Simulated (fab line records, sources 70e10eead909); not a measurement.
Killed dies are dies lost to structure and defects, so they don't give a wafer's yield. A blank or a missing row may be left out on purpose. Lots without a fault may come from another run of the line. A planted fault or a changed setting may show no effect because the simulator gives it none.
fab line records | flow nand_harc
record lots=6 wafers=18 last_day=23
route steps=1159 shown THIN_TSV@1139 END@1159
lots that met no fault: from a run of the same line without faults
start_h: hours from the record's first day to the start of the lot's first wafer shown | wait_h: hours since the lot's step before | " the same as in the row above | L1.1+2: a row that stands for several wafers | - no value, or no start given | * or withheld: withheld | < > ~ a bound
route shown NAME@n: a module of which the file shows steps, and the number in the route of the first | usual: mean/standard deviation of fault-free wafers | same: alike in all rows | chamber/n: place in a boat | sites: the reading at each site | _std_site: their standard deviation | _edge_site: outer sites' mean less inner sites' | radius_mm: how far each site lies from the wafer's centre | mask NAME#n: copy n | behind: the tool/chamber that last shaped the wafer | hold: why the lot was held/for how many hours/how that ended | device: the transistor (n, p or np) that didn't switch | end of line: the same wafers' tests at the end of the route | a step without rows: its recipe alone | killed: dies lost to structure and defects at the first sort, not the wafer's yield | map: a wafer's dies, x killed, . not, _ none there
set.NAME: the setting as run; set.NAME@STEP: as run at that earlier step | model.NAME: the simulator's own value behind a step, which no gauge read
lots at some steps of the route; a table a step, a row a wafer
services: from which hour (start_h, from the record's first day; less than 0 if before it) a tool's chamber was out of use, for how many hours, and why
## steps
# step NHARC_THIN_TSV_PVD_24
# recipe target_thk_a=8000 power_w=withheld chamber_pressure_pa=withheld substrate_temp_c=withheld time_s=withheld gas=Ar material=Al
# step NHARC_THIN_TSV_DEHYDRATE_25
# recipe temp_c=150 time_s=120
# step NHARC_THIN_TSV_HMDS_26
# recipe time_s=30
# step NHARC_THIN_TSV_COAT_27
# recipe spin_rpm=*
# step NHARC_THIN_TSV_SOFTBAKE_28
# recipe temp_c=122 time_s=95
# step NHARC_THIN_TSV_EBR_29
# step NHARC_THIN_TSV_EXPOSE_30
# recipe na=0.55 dose_mj=11.47 mask_id=PAD
# step NHARC_THIN_TSV_PEB_31
# recipe peb_temp_c=118 peb_time_s=85
# step NHARC_THIN_TSV_DEVELOP_32
# recipe time_s=70
# step NHARC_THIN_TSV_CD_MEAS_33
# recipe target_cd_nm=5000 landing_energy_ev=500
# usual cd_nm=5000.0/1.5
# columns lot.wafer tool chamber start_h wait_h cd_nm
L645.2 cd_sem-03 0 432.15 - 5002.0
L645.5 " 0 " " 5000.5
L645.6 " 0 " " 5001.5
L644.1 cd_sem-02 0 441.16 - 5001.6
L644.2 " 0 " " 5001.8
L644.3 " 0 " " 5000.3
L653.4 cd_sem-02 0 492.02 - 5002.3
L653.5 " 0 " " 4999.9
L653.6 " 0 " " 5001.4
L656.2 cd_sem-02 0 508.40 - 4999.1
L656.3 " 0 " " 5000.9
L656.4 " 0 " " 4999.9
L660.1 cd_sem-02 0 527.04 - 4999.6
L660.2 " 0 " " 4999.7
L660.5 " 0 " " 4999.6
L662.2 cd_sem-03 0 539.70 - 5002.1
L662.4 " 0 " " 5000.2
L662.5 " 0 " " 5001.1
# step NHARC_THIN_TSV_HARDBAKE_34
# recipe temp_c=125 time_s=80
# step NHARC_THIN_TSV_DESCUM_35
# recipe time_s=3 o2_flow_sccm=200 ar_flow_sccm=0 bias_power_w=0 chemistry=O2
# usual drypump_motor_current_A=5.8/0.55 oes_product_au=0.999/0.007 rf_vpp_V=57.8/0.94 showerhead_plenum_p_Torr=1.93/0.096 throttle_valve_pct=11.310/0.009
# same bias_power_w=0 time_s=3
# columns lot.wafer tool chamber start_h wait_h drypump_motor_current_A oes_product_au rf_hours_counter_h rf_vpp_V showerhead_plenum_p_Torr throttle_valve_pct
L645.2 rie_diel-12 1 432.30 - 6.6 1.002 6 57.7 2.05 11.315
L645.6 " 1 " " 6.6 0.996 - 58.6 2.05 11.304
L645.5 " 2 " " 5.0 1.001 - 57.5 2.02 11.317
L644.1 rie_diel-12 1 441.32 - 6.6 0.991 7 59.2 2.05 11.328
L644.2 " 3 " " 5.3 1.005 6 57.9 1.84 11.301
L644.3 " 0 " " 6.7 0.996 7 58.2 2.03 11.309
L653.6 rie_diel-12 1 492.22 - 6.6 0.993 - 59.2 2.05 11.323
L653.4 " 2 " " 5.0 1.000 - 57.6 2.01 11.297
L653.5 " 3 " " 5.3 1.000 - 58.7 1.83 11.307
L656.2 rie_diel-06 3 508.56 - 5.9 0.995 5 57.0 1.83 11.309
L656.3 " 0 " " 5.2 0.993 5 57.1 1.82 11.313
L656.4 " 1 " " 5.6 1.006 5 56.7 1.83 11.309
L660.2 rie_diel-02 2 527.20 - 6.0 1.002 1 57.8 1.82 11.290
L660.1 " 3 " " 5.9 1.010 1 58.0 1.95 11.325
L660.5 " 3 " " 5.9 1.014 - 56.4 1.95 11.318
L662.4 rie_diel-06 0 539.89 - 5.2 1.001 7 57.7 1.82 11.299
L662.2 " 1 " " 5.6 1.005 7 57.1 1.83 11.321
L662.5 " 3 " " 5.9 1.000 - 54.8 1.83 11.316
# step NHARC_THIN_TSV_ETCH_59
# recipe target_depth_a=8800 icp_w=900 bias_w=100 Cl2_flow_sccm=60 bcl3_flow_sccm=30 time_s=138.1 chemistry=Cl2/BCl3
# usual bcl3_flow_sccm=29.99/0.086 drypump_motor_current_A=5.6/0.43 mfc_cl2_sccm=59.98/0.18 oes_product_au=1.004/0.0079 throttle_valve_pct=22.265/0.0087
# same time_s=138.1
# columns lot.wafer tool chamber start_h wait_h bcl3_flow_sccm drypump_motor_current_A mfc_cl2_sccm oes_product_au rf_hours_counter_h throttle_valve_pct
L645.2 rie_metal-02 0 432.43 0.1 29.98 5.6 59.95 1.004 1.1 22.279
L645.6 " 0 " " 29.88 5.6 60.05 0.999 - 22.244
L645.5 " 1 " " 29.91 4.7 59.82 0.996 - 22.245
L644.1 rie_metal-03 1 441.45 0.1 29.92 5.2 60.10 1.014 5.1 22.275
L644.2 " 0 " " 30.08 5.4 60.07 1.005 5.1 22.259
L644.3 " 1 " " 29.94 5.2 59.95 1.014 - 22.264
L653.4 rie_metal-01 0 492.40 0.1 29.78 6.0 59.85 1.425 - 22.265
L653.5 " 0 " " 29.95 6.0 59.78 1.002 - 22.268
L653.6 " 1 " " 30.07 6.0 60.07 1.442 - 22.249
L656.2 rie_metal-01 1 508.68 0.1 29.98 6.0 60.07 1.448 5.1 22.274
L656.3 " 1 " " 29.98 6.0 60.14 0.998 - 22.261
L656.4 " 0 " " 30.03 6.0 59.86 1.413 - 22.260
L660.2 rie_metal-03 1 527.33 0.1 29.86 5.2 60.07 1.010 1.6 22.272
L660.1 " 0 " " 30.03 5.4 60.10 1.005 1.6 22.267
L660.5 " 1 " " 29.98 5.2 60.16 1.011 - 22.260
L662.2 rie_metal-03 1 539.99 0.1 30.05 5.2 59.97 1.015 2.3 22.272
L662.4 " 0 " " 29.97 5.3 60.08 1.005 - 22.276
L662.5 " 1 " " 29.92 5.2 59.81 1.006 - 22.258
# step NHARC_THIN_TSV_ETCH_36
# recipe target_depth_a=650 over_etch_frac=0.3 time_s=18.571 ion_energy_ev=150 chemistry=Cl2/BCl3
# usual drypump_motor_current_A=5.6/0.43 oes_product_au=1.004/0.0072
# same time_s=18.571
# columns lot.wafer tool chamber start_h wait_h drypump_motor_current_A oes_product_au rf_hours_counter_h
L645.2 rie_metal-02 1 432.70 0.2 4.7 0.994 1.2
L645.6 " 0 " " 5.6 1.007 -
L645.5 " 1 " " 4.7 1.005 -
L644.1 rie_metal-03 1 441.70 0.2 5.2 1.010 5.3
L644.2 " 0 " " 5.3 1.011 5.3
L644.3 " 1 " " 5.2 1.013 -
L653.4 rie_metal-01 0 492.60 0.2 6.0 1.000 -
L653.5 " 1 " " 6.0 1.004 -
L653.6 " 0 " " 6.0 0.998 -
L656.2 rie_metal-01 1 508.94 0.2 6.0 1.005 5.2
L656.4 " 0 " " 6.0 0.997 -
L656.3 " 1 " " 6.1 1.007 -
L660.1 rie_metal-03 0 527.59 0.2 5.3 1.007 1.8
L660.2 " 1 " " 5.2 1.009 1.8
L660.5 " 1 " " 5.1 1.008 -
L662.2 rie_metal-03 0 540.33 0.3 5.4 1.012 2.5
L662.4 " 1 " " 5.2 0.997 -
L662.5 " 1 " " 5.2 1.008 -
# step NHARC_THIN_TSV_STRIP_56
# recipe power_w=1500 temp_c=250 chemistry=O2
# usual drypump_motor_current_A=5.4/0.35 heater_power_w=323/31
# columns lot.wafer tool chamber start_h wait_h drypump_motor_current_A heater_power_w rf_hours_counter_h
L645.2 plasma_asher-02 1 432.84 0.1 5.8 333 21
L645.6 " 0 " " 5.8 346 -
L645.5 " 1 " " 5.8 325 -
L644.1 plasma_asher-01 1 441.80 0.1 5.2 265 60
L644.2 " 0 " " 5.0 348 60
L644.3 " 0 " " 5.0 347 -
L653.4 plasma_asher-01 1 492.77 0.2 5.2 274 -
L653.5 " 1 " " 5.2 277 -
L653.6 " 0 " " 5.0 342 -
L656.2 plasma_asher-01 0 509.18 0.2 5.0 352 17
L656.4 " 1 " " 5.2 270 -
L656.3 " 0 " " 5.0 352 -
L660.1 plasma_asher-02 0 527.68 0.1 5.8 340 52
L660.2 " 1 " " 5.8 333 52
L660.5 " 1 " " 5.8 330 -
L662.2 plasma_asher-01 0 540.79 0.5 5.0 340 26
L662.4 " 1 " " 5.2 271 -
L662.5 " 0 " " 5.0 338 -
# step NHARC_THIN_TSV_STRIP_57
# recipe time_s=1200 temp_c=72.5 chemistry=post_etch_residue_remover
# step NHARC_THIN_TSV_CD_MEAS_37
# usual cd_nm=5000.5/2.5
# columns lot.wafer tool chamber start_h wait_h cd_nm
L645.2 cd_sem-01 - 433.59 - 5003.9
L645.5 " - " " 5004.9
L645.6 " - " " 5004.1
L644.1 cd_sem-03 - 442.59 - 5000.6
L644.2 " - " " 5000.3
L644.3 " - " " 4996.9
L653.4 cd_sem-03 - 493.48 - 4975.5
L653.5 " - " " 4999.3
L653.6 " - " " 4979.3
L656.2 cd_sem-01 - 509.93 - 4976.5
L656.3 " - " " 5002.4
L656.4 " - " " 4978.5
L660.1 cd_sem-01 - 528.47 - 4996.2
L660.2 " - " " 4998.8
L660.5 " - " " 4998.0
L662.2 cd_sem-02 - 541.59 - 5003.2
L662.4 " - " " 5000.7
L662.5 " - " " 5002.0
# step NHARC_THIN_TSV_ANNEAL_58
# recipe temp_c=400 time_s=1800
# step NHARC_END_SORT_01
# recipe temp_c=25
# usual defect_limited_yield=95.5/1.6 killed_at_array=27/11 killed_at_other=0.8/1.1 killed_at_periphery=2.8/1.9 killed_dies=30/11 killed_open=3.3/1.8 killed_short=2.3/1.5 sort_bin_2_pct=1.4/0.68 sort_bin_3_pct=0.27/0.22 sort_bin_4_pct=2.8/0.99 sort_n_pass=647/11 sort_rim_yield_pct=94.3/2.9 sort_yield_pct=95.5/1.6
# same gross_dies=677 sort_bin_5_pct[%]=0 sort_bin_6_pct[%]=0 sort_bin_7_pct[%]=0 sort_bin_8_pct[%]=0 sort_rim_n_gross=106.00
# columns lot.wafer tool chamber start_h wait_h defect_limited_yield[%] killed_at_array killed_at_other killed_at_periphery killed_dies killed_open killed_short sort_bin_2_pct[%] sort_bin_3_pct[%] sort_bin_4_pct[%] sort_n_pass sort_rim_yield_pct[%] sort_yield_pct[%]
L645.2 prober-01 0 453.68 2.8 95.6 25 0 5 30 3 3 1.6 0.59 2.2 647 96.2 95.6
L645.5 prober-01 0 456.11 3.7 96.3 22 1 2 25 7 3 1.3 0.44 1.9 652 92.5 96.3
L645.6 prober-01 0 456.91 4.0 96.5 16 1 7 24 4 3 1.5 0 2.1 653 97.2 96.5
L653.4 prober-02 0 505.88 3.4 95.7 23 1 5 29 3 1 2.1 0 2.2 648 97.2 95.7
L653.5 prober-02 0 506.69 3.7 96.9 18 0 3 21 4 2 0.4 0.15 2.5 656 94.3 96.9
L653.6 prober-02 0 507.49 4.0 94.2 30 1 8 39 6 1 1.3 0.89 3.5 638 96.2 94.2
L656.2 prober-01 0 518.23 2.8 95.4 28 0 3 31 6 3 1.6 0 3.0 646 88.7 95.4
L656.3 prober-01 0 519.03 3.1 95.3 30 1 1 32 1 1 1.8 0.30 2.7 645 93.4 95.3
L656.4 prober-01 0 519.83 3.4 94.2 31 1 7 39 5 4 1.0 0.44 4.3 638 90.6 94.2
# killed by level:class
L645.2 A_SLIT:chamber_film_flake=9 P_GATE:chamber_film_flake=3 A_WL_FILL:chamber_film_flake=3 A_BLC:chamber_film_flake=3 A_CHANNEL_FILL_D1:geometric_particle:short=2 A_BLC:geometric_particle:open=2 A_CHANNEL_HOLE_D1:chamber_film_flake=2 A_CONTACT:chamber_film_flake=2
L645.5 A_SLIT:chamber_film_flake=5 A_CONTACT:geometric_particle:open=3 A_CHANNEL_HOLE_D1:chamber_film_flake=2 A_STAIRCASE:chamber_film_flake=2 A_BLC:chamber_film_flake=2 A_ONON_D1:geometric_particle:short=1 A_ONON_D1:geometric_particle:open=1 A_CHANNEL_FILL_D1:geometric_particle:short=1
L645.6 A_SLIT:chamber_film_flake=5 P_STI:chamber_film_flake=4 A_WL_FILL:chamber_film_flake=4 P_STI:geometric_particle:short=1 P_GATE:geometric_particle:open=1 A_ONON_D1:geometric_particle:open=1 A_CHANNEL_HOLE_D1:geometric_particle:short=1 A_CHANNEL_FILL_D1:geometric_particle:short=1
L653.4 A_SLIT:chamber_film_flake=17 A_STAIRCASE:chamber_film_flake=4 P_ZERO_WELL:chamber_film_flake=3 P_GATE:geometric_particle:open=1 P_M0:geometric_particle:open=1 A_CHANNEL_FILL_D1:geometric_particle:open=1 A_WL_FILL:geometric_particle:short=1 HYBRID_BOND:latent=1
L653.5 A_SLIT:chamber_film_flake=5 A_CHANNEL_HOLE_D1:chamber_film_flake=4 A_STAIRCASE:chamber_film_flake=2 P_M0:geometric_particle:open=1 A_ONON_D1:geometric_particle:open=1 A_CHANNEL_FILL_D1:geometric_particle:short=1 A_CHANNEL_FILL_D1:geometric_particle:open=1 A_CONTACT:geometric_particle:short=1
L653.6 A_SLIT:chamber_film_flake=10 A_STAIRCASE:chamber_film_flake=8 P_ZERO_WELL:chamber_film_flake=6 A_WL_FILL:chamber_film_flake=3 A_CHANNEL_FILL_D1:geometric_particle:open=2 A_M0:geometric_particle:open=2 P_M0:geometric_particle:open=1 A_CONTACT:geometric_particle:short=1
L656.2 A_CHANNEL_HOLE_D1:chamber_film_flake=8 A_SLIT:chamber_film_flake=5 A_STAIRCASE:chamber_film_flake=3 A_ONON_D1:geometric_particle:short=2 A_CONTACT:geometric_particle:open=2 A_CONTACT:chamber_film_flake=2 P_CONTACT:geometric_particle:open=1 A_ONON_D1:geometric_particle:open=1
L656.3 A_SLIT:chamber_film_flake=12 A_CHANNEL_HOLE_D1:chamber_film_flake=10 A_ZERO_WELL:chamber_film_flake=2 A_STAIRCASE:chamber_film_flake=2 A_CONTACT:geometric_particle:open=1 A_BLC:geometric_particle:short=1 P_ZERO_WELL:chamber_film_flake=1 A_WL_FILL:chamber_film_flake=1
L656.4 A_CHANNEL_HOLE_D1:chamber_film_flake=13 A_SLIT:chamber_film_flake=7 P_CONTACT:geometric_particle:short=2 A_M0:geometric_particle:open=2 P_ZERO_WELL:chamber_film_flake=2 A_WL_FILL:chamber_film_flake=2 A_CONTACT:chamber_film_flake=2 P_CONTACT:geometric_particle:open=1
## services
# columns tool chamber start_h hours kind
rie_diel-02 3 409.61 30.2 repair
rie_diel-06 - 418.32 9.0 pm
rie_metal-03 - 453.00 9.0 pm
rie_metal-03 0 453.00 9.0 vent_cycle
rie_metal-03 1 453.00 9.0 vent_cycle
plasma_asher-01 - 453.71 9.0 pm
plasma_asher-01 0 453.71 9.0 vent_cycle
plasma_asher-01 1 453.71 9.0 vent_cycle
rie_metal-03 0 462.00 - clean
rie_metal-03 1 462.00 - clean
plasma_asher-01 0 462.71 - clean
plasma_asher-01 1 462.71 - clean
rie_diel-06 0 477.84 6.1 repair
rie_diel-12 0 488.47 15.5 repair
rie_metal-03 0 497.74 2.0 repair
rie_diel-02 - 504.78 9.0 pm
rie_metal-01 - 509.00 9.0 pm
rie_metal-01 0 509.00 9.0 vent_cycle
rie_metal-01 1 509.00 9.0 vent_cycle
rie_metal-02 0 511.47 12.5 repair
rie_diel-06 1 512.58 4.6 repair
rie_diel-12 3 533.44 8.5 repair
rie_metal-01 1 537.13 8.3 repair
plasma_asher-02 - 537.17 9.0 pm
## key
first_sign step=NHARC_THIN_TSV_ETCH_59 reading=oes_product_au direction=up sigmas=54 usual=1.004 struck=1.432
effect step=NHARC_THIN_TSV_CD_MEAS_37 reading=cd_nm direction=down sigmas=9.4 usual=5000.5 struck=4977.4
met_at NHARC_THIN_TSV_ETCH_59
struck_wafers L653.4,L653.6,L656.2,L656.4
fault kind=process_parameter_drift tool=rie_metal-01 chamber=- onset_h=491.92 steps=NHARC_THIN_TSV_ETCH_59 channel=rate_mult offset=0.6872 shape=step end_h=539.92 scope=struck_wafers_only
